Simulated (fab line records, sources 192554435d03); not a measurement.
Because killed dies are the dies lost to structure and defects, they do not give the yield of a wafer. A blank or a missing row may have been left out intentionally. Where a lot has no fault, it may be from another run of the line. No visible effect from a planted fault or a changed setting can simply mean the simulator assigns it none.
Matching of chambers -- flow n5-finfet -- 4 sister chambers for N5_BEOL_M9_DESCUM_16 on rie-diel-01
The step chemistry O2, time 7.9 s. 20 wafers are shown with their chamber, then 10 later ones without.

WAFERS WITH THEIR CHAMBER
wafer,chamber,showerhead-plenum-p-Torr (Torr),drypump-motor-current-A (A),throttle-valve-pct (%)
L074.1,2,2.12,5.7,20.66
L074.3,3,2.13,6.1,20.31
L074.5,0,2.05,5.4,20.38
L075.2,3,2.13,6.1,20.33
L075.4,1,2.23,5.6,20.37
L075.5,0,2.05,5.4,20.40
L076.4,2,2.11,5.7,20.68
L076.5,2,2.11,5.7,20.67
L076.6,3,2.13,6.1,20.33
L084.4,3,2.12,6.1,20.36
L084.5,0,2.04,5.4,20.43
L084.6,3,2.12,6.1,20.34
L085.1,1,2.23,5.6,20.40
L085.2,2,2.11,5.7,20.70
L085.6,3,2.12,6.1,20.35
L086.3,2,2.11,5.7,20.70
L086.5,1,2.23,5.7,20.40
L086.6,2,2.11,5.7,20.70
L087.2,0,2.04,5.4,20.45
L087.4,3,2.12,6.0,20.35

SIGNATURES (averages over the wafers above)
reading,chamber 0,chamber 1,chamber 2,chamber 3,scatter within a chamber
showerhead-plenum-p-Torr,2.0450,2.2300,2.1117,2.1243,0.00471
drypump-motor-current-A,5.400,5.633,5.700,6.086,0.0309
throttle-valve-pct,20.4150,20.3900,20.6850,20.3386,0.0205
Rule: for each reading, subtract the chamber's mean from the wafer's reading, divide by that reading's scatter and square the result; add these up over the readings and take the root, which gives the wafer's distance from the chamber. If the next closest chamber is less than 2 further off than the closest, the wafer can't be placed; otherwise it belongs to the closest. The scatter: the root of (the sum of the squares of (reading less its chamber's mean) over the shown wafers, divided by (wafers less chambers)).

WAFERS WHOSE CHAMBER IS MISSING
wafer,showerhead-plenum-p-Torr (Torr),drypump-motor-current-A (A),throttle-valve-pct (%)
L087.6,2.12,6.0,20.38
L091.1,2.03,5.4,20.45
L091.2,2.12,6.1,20.38
L091.3,2.22,5.6,20.42
L094.1,2.22,5.6,20.44
L094.5,2.10,5.7,20.74
L094.6,2.11,6.1,20.38
L093.1,2.10,5.7,20.74
L093.4,2.03,5.4,20.47
L093.5,2.11,6.1,20.38

EACH ONE'S CHAMBER
wafer,from the rows above,in truth
L087.6,3,3
L091.1,0,0
L091.2,3,3
L091.3,1,1
L094.1,1,1
L094.5,2,2
L094.6,3,3
L093.1,2,2
L093.4,0,0
L093.5,3,3
Placed correctly: 10 of 10. Not placeable from these rows: 0. 0 placed wrongly.
